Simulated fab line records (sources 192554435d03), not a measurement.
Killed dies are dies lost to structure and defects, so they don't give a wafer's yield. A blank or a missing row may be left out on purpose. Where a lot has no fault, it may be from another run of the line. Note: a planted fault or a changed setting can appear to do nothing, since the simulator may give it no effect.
Matching of chambers    flow n5Finfet    N5_BEOL_M3_STRIP_19 on rieDiel-04: 4 sister chambers
The step strips in O2. 4 wafers are shown with their chamber, then 7 later ones without.

WAFERS WITH THEIR CHAMBER
wafer   chamber  drypumpMotorCurrentA (A)
L081.5  3        5.4
L085.1  2        5.6
L090.1  1        5.5
L090.2  0        6.3

WAFERS WITH NO CHAMBER GIVEN
wafer   drypumpMotorCurrentA (A)
L090.6  5.7
L091.1  5.7
L091.4  5.4
L091.6  5.4
L089.2  6.3
L089.3  5.7
L089.6  5.4

THE CHAMBER EACH PASSED THROUGH
wafer   from the rows above      in truth
L090.6  can't be placed: 2 or 1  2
L091.1  can't be placed: 2 or 1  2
L091.4  can't be placed: 3 or 1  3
L091.6  can't be placed: 3 or 1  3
L089.2  0                        0
L089.3  can't be placed: 2 or 1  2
L089.6  can't be placed: 3 or 1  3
Correctly placed: 1 of 7. Cannot be placed on the basis of these rows: 6; the candidates contain the true chamber in 6. Number placed wrongly: 0.
How it was worked out, from the rows above alone: a wafer's distance from a chamber is the root of the sum, over the readings, of the square of ((its reading less the chamber's mean) divided by the reading's scatter). The wafer belongs to the nearest chamber; if the next one is less than 2 further off, it can't be placed. A chamber's mean is the mean of its shown wafers. The scatter: with one shown wafer a chamber, the root of the mean of the squares of how far each hidden wafer lies from its nearest shown one.
